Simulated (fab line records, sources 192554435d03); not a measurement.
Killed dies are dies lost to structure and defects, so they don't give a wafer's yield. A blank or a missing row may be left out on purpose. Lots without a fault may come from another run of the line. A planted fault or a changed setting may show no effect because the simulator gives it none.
Chamber matching | flow n5_finfet | N5_FIN_CUT_STRIP_24 on rie_diel-06: 4 sister chambers
The step strips in CF4. 18 wafers are shown with their chamber, then 9 later ones without.

WAFERS WITH THEIR CHAMBER
wafer  | chamber | drypump_motor_current_A (A) | showerhead_plenum_p_Torr (Torr) | rf_vpp_V (V)
L074.1 | 3       | 5.06                        | 1.72                            | 269.6
L074.2 | 2       | 5.98                        | 1.89                            | 273.2
L074.3 | 1       | 5.95                        | 1.84                            | 272.6
L076.1 | 1       | 5.96                        | 1.84                            | 272.4
L076.5 | 3       | 5.08                        | 1.72                            | 269.7
L076.6 | 0       | 5.46                        | 1.83                            | 271.4
L079.3 | 0       | 5.46                        | 1.83                            | 270.5
L079.4 | 2       | 5.94                        | 1.89                            | 273.8
L079.6 | 2       | 5.92                        | 1.89                            | 273.8
L081.1 | 3       | 5.08                        | 1.72                            | 269.9
L081.3 | 0       | 5.45                        | 1.83                            | 272.4
L081.6 | 3       | 5.06                        | 1.72                            | 269.1
L086.1 | 3       | 5.07                        | 1.71                            | 269.4
L086.4 | 1       | 5.97                        | 1.83                            | 270.9
L086.5 | 2       | 5.95                        | 1.88                            | 272.7
L091.3 | 0       | 5.47                        | 1.82                            | 273.6
L091.4 | 1       | 5.99                        | 1.83                            | 271.4
L091.5 | 1       | 5.99                        | 1.83                            | 272.2

SIGNATURES (means of the wafers above)
reading                  | chamber 0 | chamber 1 | chamber 2 | chamber 3 | scatter within a chamber
drypump_motor_current_A  | 5.4600    | 5.9720    | 5.9475    | 5.0700    | 0.0164
showerhead_plenum_p_Torr | 1.8275    | 1.8340    | 1.8875    | 1.7180    | 0.005
rf_vpp_V                 | 271.975   | 271.900   | 273.375   | 269.540   | 0.785
Rule: a wafer's distance from a chamber is the root of the sum, over the readings, of the square of ((its reading less the chamber's mean) divided by the reading's scatter). The wafer belongs to the nearest chamber; if the next one is less than 2 further off, it can't be placed. The scatter: the root of (the sum of the squares of (reading less its chamber's mean) over the shown wafers, divided by (wafers less chambers)).

WAFERS WITHOUT THEIR CHAMBER
wafer  | drypump_motor_current_A (A) | showerhead_plenum_p_Torr (Torr) | rf_vpp_V (V)
L095.2 | 5.07                        | 1.71                            | 269.4
L095.5 | 5.07                        | 1.71                            | 268.6
L095.6 | 5.98                        | 1.83                            | 274.0
L096.1 | 5.08                        | 1.71                            | 270.7
L096.2 | 5.99                        | 1.88                            | 272.9
L096.3 | 5.46                        | 1.82                            | 272.3
L097.2 | 5.91                        | 1.88                            | 271.6
L097.4 | 5.47                        | 1.82                            | 272.1
L097.6 | 5.05                        | 1.71                            | 268.9

WHICH CHAMBER EACH WENT THROUGH
wafer  | from the rows above | in truth
L095.2 | 3                   | 3
L095.5 | 3                   | 3
L095.6 | 1                   | 1
L096.1 | 3                   | 3
L096.2 | 2                   | 2
L096.3 | 0                   | 0
L097.2 | 2                   | 2
L097.4 | 0                   | 0
L097.6 | 3                   | 3
Placed correctly: 9 of 9. Can't be placed from these rows: 0. Placed wrongly: 0.
